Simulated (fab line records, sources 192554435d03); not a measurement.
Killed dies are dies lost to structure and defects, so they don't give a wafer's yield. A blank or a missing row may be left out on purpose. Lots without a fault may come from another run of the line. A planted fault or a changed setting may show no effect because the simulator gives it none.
Chamber matching | flow n5_finfet | N5_BEOL_M5_ETCH_75 on rie_diel-06: 4 sister chambers
The step etches underlayer in N2/H2, target depth 6.5 nm, time 5.2 s. 8 wafers are shown with their chamber, then 9 later ones without.

WAFERS WITH THEIR CHAMBER
wafer  | chamber | drypump_motor_current_A (A) | showerhead_plenum_p_Torr (Torr)
L077.3 | 1       | 5.8                         | 2.46
L081.4 | 0       | 6.5                         | 2.58
L083.1 | 2       | 6.7                         | 2.40
L083.4 | 3       | 5.6                         | 2.63
L083.5 | 2       | 6.7                         | 2.40
L086.2 | 3       | 5.6                         | 2.63
L086.3 | 1       | 5.7                         | 2.45
L086.4 | 0       | 6.4                         | 2.57

WAFERS WITHOUT THEIR CHAMBER
wafer  | drypump_motor_current_A (A) | showerhead_plenum_p_Torr (Torr)
L092.1 | 5.6                         | 2.62
L092.2 | 6.5                         | 2.57
L092.3 | 6.7                         | 2.72
L095.3 | 6.7                         | 2.71
L095.4 | 5.9                         | 2.44
L095.5 | 5.8                         | 2.44
L096.2 | 6.5                         | 2.57
L096.3 | 5.6                         | 2.62
L096.5 | 5.8                         | 2.44

WHICH CHAMBER EACH WENT THROUGH
wafer  | from the rows above     | in truth
L092.1 | 3                       | 3
L092.2 | 0                       | 0
L092.3 | can't be placed: 3 or 0 | 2
L095.3 | can't be placed: 3 or 0 | 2
L095.4 | 1                       | 1
L095.5 | 1                       | 1
L096.2 | 0                       | 0
L096.3 | 3                       | 3
L096.5 | 1                       | 1
Placed correctly: 7 of 9. Can't be placed from these rows: 2 (the true chamber is among the candidates in 0). Placed wrongly: 0.
How it was worked out, from the rows above alone: a wafer's distance from a chamber is the root of the sum, over the readings, of the square of ((its reading less the chamber's mean) divided by the reading's scatter). The wafer belongs to the nearest chamber; if the next one is less than 2 further off, it can't be placed. A chamber's mean is the mean of its shown wafers. The scatter: the root of (the sum of the squares of (reading less its chamber's mean) over the shown wafers, divided by (wafers less chambers)).
